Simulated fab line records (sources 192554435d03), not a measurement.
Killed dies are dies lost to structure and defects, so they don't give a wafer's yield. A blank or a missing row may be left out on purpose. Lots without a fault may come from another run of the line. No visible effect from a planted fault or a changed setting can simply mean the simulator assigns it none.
Chamber matching    flow n5-finfet    N5_BEOL_M7_ALD_77 on ald-metal-01: 4 sister chambers
The step deposits TaN, target thk 2 nm, pulse time 2 s, purge time 3 s. 8 wafers are shown with their chamber, then 10 later ones without.

## WAFERS PAIRED WITH THEIR CHAMBERS
wafer   chamber  heater-power-w (W)
L075.5  0        430
L078.6  0        427
L079.2  2        424
L083.3  1        366
L083.4  3        379
L083.5  2        417
L085.2  3        374
L085.3  1        362

## WAFERS WHOSE CHAMBER IS MISSING
wafer   heater-power-w (W)
L085.5  378
L089.4  430
L089.5  432
L089.6  365
L093.1  426
L093.4  420
L093.5  383
L095.1  423
L095.2  410
L095.4  376

## WHICH CHAMBER EACH ONE RAN IN
wafer    from the rows above       in truth
L085.5   3                         3
L089.4   0                         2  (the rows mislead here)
L089.5   0                         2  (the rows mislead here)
L089.6   1                         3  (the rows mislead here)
L093.1   can't be placed: 0 or 2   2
L093.4   2                         2
L093.5   3                         3
L095.1   can't be placed: 2 or 0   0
L095.2   2                         2
L095.4   3                         3
Correct placement for 5 of the 10. These rows do not allow placing 2 (true chamber among the candidates in 2). Number placed wrongly: 3.
How it was worked out, from the rows above alone: a wafer's distance from a chamber is the root of the sum, over the readings, of the square of ((its reading less the chamber's mean) divided by the reading's scatter). If the next closest chamber is less than 2 further off than the closest, the wafer can't be placed; otherwise it belongs to the closest. The mean given for a chamber averages the wafers shown for that chamber. The scatter: take each reading less its chamber's mean, square it, sum over the shown wafers, divide by the number of wafers less the number of chambers, and take the root.
